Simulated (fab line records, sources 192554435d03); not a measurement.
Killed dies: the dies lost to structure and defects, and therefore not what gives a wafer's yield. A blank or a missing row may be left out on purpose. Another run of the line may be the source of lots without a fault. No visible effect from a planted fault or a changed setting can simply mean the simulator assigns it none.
Split-lot study | flow n5Finfet | on a route of 1938 steps: 7 lots, 39 wafers read

## ON THE SPLIT
At N5_DUMMY_GATE_ETCH_31 (etches SiO2 in C4F6/O2, target depth 82.5 nm, time 27.5 s), the setting targetDepthA was moved away from the recipe's 825 angstrom on 9 of the 39 wafers read, by -6.0% to +6.3%. All remaining wafers had this setting at the recipe value.

The reading is taken at the split's own step.

## THE READING
etch.depthNm (the simulator's own value, which no gauge read), in nm, at N5_DUMMY_GATE_ETCH_31 (etches SiO2 in C4F6/O2, target depth 82.5 nm, time 27.5 s). The file gives no usual value for it. Across the 30 wafers here that went through the recipe, the average is 82.31 nm and the standard deviation 1.1 nm.

wafer  | tool, chamber at the split | targetDepthA as run, angstrom | against the recipe | etch.depthNm, nm | against lot-mates on the recipe
L077.1 | rieDiel-06, 1              | 862.6                         | +4.6%              | 85.46            | +3.45
L077.2 | rieDiel-06, 3              | 862.6                         | +4.6%              | 86.67            | +4.66
L077.3 | rieDiel-06, 2              | 825                           | recipe             | 82.51            | -
L077.4 | rieDiel-06, 3              | 825                           | recipe             | 82.11            | -
L077.5 | rieDiel-06, 1              | 862.6                         | +4.6%              | 85.77            | +3.76
L077.6 | rieDiel-06, 2              | 825                           | recipe             | 81.41            | -
L083.1 | rieDiel-06, 1              | 877.1                         | +6.3%              | 88.19            | +5.49
L083.2 | rieDiel-06, 3              | 825                           | recipe             | 82.36            | -
L083.3 | rieDiel-06, 0              | 825                           | recipe             | 82.65            | -
L083.4 | rieDiel-06, 2              | 877.1                         | +6.3%              | 86.5             | +3.80
L083.5 | rieDiel-06, 0              | 825                           | recipe             | 83.1             | -
L083.6 | rieDiel-06, 1              | 877.1                         | +6.3%              | 87.86            | +5.16
L084.1 | rieDiel-06, 0              | 825                           | recipe             | 83.14            | -
L084.2 | rieDiel-06, 1              | 825                           | recipe             | 83.15            | -
L084.3 | rieDiel-06, 3              | 825                           | recipe             | 82.05            | -
L084.4 | rieDiel-06, 2              | 825                           | recipe             | 81.49            | -
L084.5 | rieDiel-06, 1              | 825                           | recipe             | 82.76            | -
L084.6 | rieDiel-06, 0              | 825                           | recipe             | 82.95            | -
L090.1 | rieDiel-02, 0              | 825                           | recipe             | 84.11            | -
L090.2 | rieDiel-02, 3              | 825                           | recipe             | 83.39            | -
L090.3 | rieDiel-02, 2              | 825                           | recipe             | 81.58            | -
L090.4 | rieDiel-02, 2              | 825                           | recipe             | 80.7             | -
L090.5 | rieDiel-02, 0              | 825                           | recipe             | 83.8             | -
L090.6 | rieDiel-02, 3              | 825                           | recipe             | 83.45            | -
L091.1 | rieDiel-04, 1              | 825                           | recipe             | 81.29            | -
L091.2 | rieDiel-04, 0              | 825                           | recipe             | 80.34            | -
L091.3 | rieDiel-04, 2              | 825                           | recipe             | 82.02            | -
L091.4 | rieDiel-04, 3              | 825                           | recipe             | 80.98            | -
L091.5 | rieDiel-04, 1              | 825                           | recipe             | 80.77            | -
L091.6 | rieDiel-04, 2              | 825                           | recipe             | 82.55            | -
L096.1 | rieDiel-02, 2              | 825                           | recipe             | 81.49            | -
L096.3 | rieDiel-02, 0              | 825                           | recipe             | 84.67            | -
L096.5 | rieDiel-02, 2              | 825                           | recipe             | 80.23            | -
L097.1 | rieDiel-02, 2              | 775.4                         | -6.0%              | 75.07            | -7.70
L097.2 | rieDiel-02, 3              | 775.4                         | -6.0%              | 77.99            | -4.78
L097.3 | rieDiel-02, 1              | 825                           | recipe             | 82.09            | -
L097.4 | rieDiel-02, 0              | 825                           | recipe             | 83.36            | -
L097.5 | rieDiel-02, 1              | 775.4                         | -6.0%              | 76.65            | -6.12
L097.6 | rieDiel-02, 0              | 825                           | recipe             | 82.87            | -

THE FIT
A straight line over all 39 wafers: etch.depthNm changes by +0.873 nm for each +1% of targetDepthA; r = +0.91; the points scatter about the line by 1.1 nm.
The same after taking each lot's own level away (the mean of its wafers on the recipe; 39 wafers): +0.892 nm for each +1%; r = +0.93; scatter 1 nm.
On that fit, the largest move of targetDepthA shifts the reading by 5.6 nm.
The span of the lots' own levels, 81.325 to 82.838 nm, comes to 1.4 times the standard deviation stated above.
Hence the lot-to-lot level has little effect on the slope; both slopes agree.
Check: for one of the wafers moved furthest among these (+6.3%), held out of the fit, the line's prediction against its lot-mates is +5.5 nm. It came out at +5.49 nm against them.

## FURTHER SPLITS ON THESE WAFERS
Before the reading, these wafers also passed through other splits. Each is held against what the fit with the lots' levels taken away leaves over:
other split on the same wafers | wafers away from the commonest value | r with etch.depthNm (lot level and that fit taken away)
N5_DUMMY_GATE_EXPOSE_12 doseMj | 12                                   | -0.19
N5_DUMMY_GATE_ETCH_37 sourceW  | 15                                   | +0.17

## FILE'S OWN FIT
etch.depthNm changes by +0.885 nm for each +1% of targetDepthA, r = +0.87.
